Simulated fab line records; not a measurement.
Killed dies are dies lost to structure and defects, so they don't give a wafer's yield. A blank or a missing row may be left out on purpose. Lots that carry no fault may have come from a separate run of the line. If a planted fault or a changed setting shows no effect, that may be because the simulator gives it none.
Which tool was responsible? -- flow n5-finfet -- 11 lots with 33 wafers sampled at 2 steps, on a route of 1938 steps

== WHAT THE GAUGES READ, wafer by wafer ==
N5_BEOL_M14_THK_MEAS_50: measures by xrf. Usual: M14_THK 570 nm, standard deviation 17.
lot,measured,on,M14_THK (nm),flag
L867,day 11 11:11,film-metro-02,554 583 564,
L866,day 11 11:13,film-metro-01,558 567 557,
L870,day 11 21:01,film-metro-02,551 583 579,
L869,day 12 00:46,film-metro-02,555 572 569,
L872,day 12 14:56,film-metro-01,558 559 561,
L875,day 13 19:57,film-metro-02,545 582 556,
L879,day 14 20:42,film-metro-01,554 590 571,
L882,day 15 08:40,film-metro-02,612 560 559,
L883,day 15 18:46,film-metro-01,579 567 591,
L886,day 16 16:05,film-metro-02,565 585 610,
L888,day 16 23:47,film-metro-02,539 572 542,

N5_BEOL_M15_INSPECT_12: inspects for defects (macro). Usual: raw-defect-count reads 2.1 (standard deviation 1.4).
lot,measured,on,raw-defect-count,flag
L867,day 11 12:06,defect-inspect-01,3 4 0,
L866,day 11 12:16,defect-inspect-01,2 3 2,
L870,day 11 21:49,defect-inspect-01,2 1 3,
L869,day 12 01:43,defect-inspect-01,3 3 1,
L872,day 12 15:47,defect-inspect-02,3 5 0,
L875,day 13 20:51,defect-inspect-01,4 2 1,
L879,day 14 21:38,defect-inspect-01,2 1 2,
L882,day 15 09:35,defect-inspect-02,1 3 1,
L883,day 15 19:41,defect-inspect-01,3 1 2,
L886,day 16 17:01,defect-inspect-01,2 1 1,
L888,day 17 00:42,defect-inspect-01,1 2 0,

== WHICH TOOL RAN EACH LOT (tool, then ch and the chambers of the sampled wafers, then the start) ==
Record: no process step prior to these readings.

== AS READ BY THE TOOLS THEMSELVES (means over the sampled wafers that have a number; for cases with no such wafer, the mark the record gives instead) ==
The record holds no such reading with a usual standard deviation.

== THE ANSWER, worked out from the rows above alone ==
Rule: a lot counts as off when the mean over its wafers that have a number is more than 3 standard deviations away from the usual mean. A lot without any number at a reading at which 4 lots or more have one is off too. The other lots that the step has rows for count as sound. After the gauges, taken in route order, come the tools' own readings; for these a lot's mean is taken, as printed above. The first step at which some lot is off is used, and at that step the reading that is off furthest; a lot without a number counts as furthest.
No lot is off at any reading shown: from this, nothing can be told.

== WHAT THE SIMULATOR HAD PUT IN ==
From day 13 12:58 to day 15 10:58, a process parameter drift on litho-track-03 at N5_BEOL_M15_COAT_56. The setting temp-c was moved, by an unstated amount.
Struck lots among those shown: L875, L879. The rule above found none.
